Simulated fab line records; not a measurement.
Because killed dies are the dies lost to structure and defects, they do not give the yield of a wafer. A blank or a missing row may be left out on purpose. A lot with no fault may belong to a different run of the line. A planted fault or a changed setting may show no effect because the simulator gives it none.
Chamber matching    flow n5_finfet    4 sister chambers for N5_GATE_CUT_ALD_22 on ald_sin-04
The step deposits SiNx, target thk 16 nm, pulse time 1 s, ald cycles 320. 20 wafers are shown with their chamber, then 10 later ones without.

## WAFERS, EACH WITH ITS CHAMBER
wafer   chamber  heater_power_w (W)  precursor_pulse_height_rel
L074.1  2        730                 1.022
L074.2  1        859                 0.996
L074.3  3        895                 1.005
L074.4  0        843                 0.973
L074.5  1        876                 0.988
L074.6  2        765                 0.995
L077.1  0        898                 0.987
L077.4  2        688                 0.988
L077.6  0        916                 0.989
L081.1  0        904                 0.974
L081.5  3        865                 1.019
L081.6  2        699                 1.016
L082.1  0        903                 1.010
L082.5  0        904                 1.029
L082.6  1        833                 0.998
L083.2  1        873                 0.996
L083.3  2        693                 1.002
L083.4  0        914                 1.000
L088.1  2        687                 1.006
L088.2  3        862                 0.992

SIGNATURES (means of the wafers above)
reading                     chamber 0  chamber 1  chamber 2  chamber 3  scatter within a chamber
heater_power_w              897.43     860.25     710.33     874.00     25.5
precursor_pulse_height_rel  0.99457    0.99450    1.00483    1.00533    0.0151
Rule: a wafer lies at a distance from a chamber equal to the root of the sum of squares, over the readings, of (its reading less the chamber's mean, divided by the reading's scatter). The wafer belongs to the nearest chamber; if the next one is less than 2 further off, it can't be placed. How the scatter is found: for the shown wafers, subtract from each reading the mean of its chamber, square and add these, divide the total by (wafers less chambers), then take the root.

## WAFERS WITHOUT THEIR CHAMBER
wafer   heater_power_w (W)  precursor_pulse_height_rel
L088.5  696                 0.998
L094.1  920                 1.031
L094.2  863                 1.015
L094.5  906                 1.020
L096.1  886                 0.987
L096.2  931                 1.020
L096.6  874                 0.988
L097.1  885                 1.015
L097.3  840                 0.984
L097.5  687                 0.983

## EACH ONE'S CHAMBER
wafer   from the rows above           in truth
L088.5  2                             2
L094.1  can't be placed: 3 or 0 or 1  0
L094.2  can't be placed: 3 or 1 or 0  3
L094.5  can't be placed: 3 or 0 or 1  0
L096.1  can't be placed: 0 or 1 or 3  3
L096.2  can't be placed: 0 or 3 or 1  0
L096.6  can't be placed: 1 or 0 or 3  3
L097.1  can't be placed: 3 or 0 or 1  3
L097.3  can't be placed: 1 or 3 or 0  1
L097.5  2                             2
Placed correctly: 2 of 10. Unplaceable from these rows: 8, with the true chamber sitting among the candidates in 8. Number placed wrongly: 0.
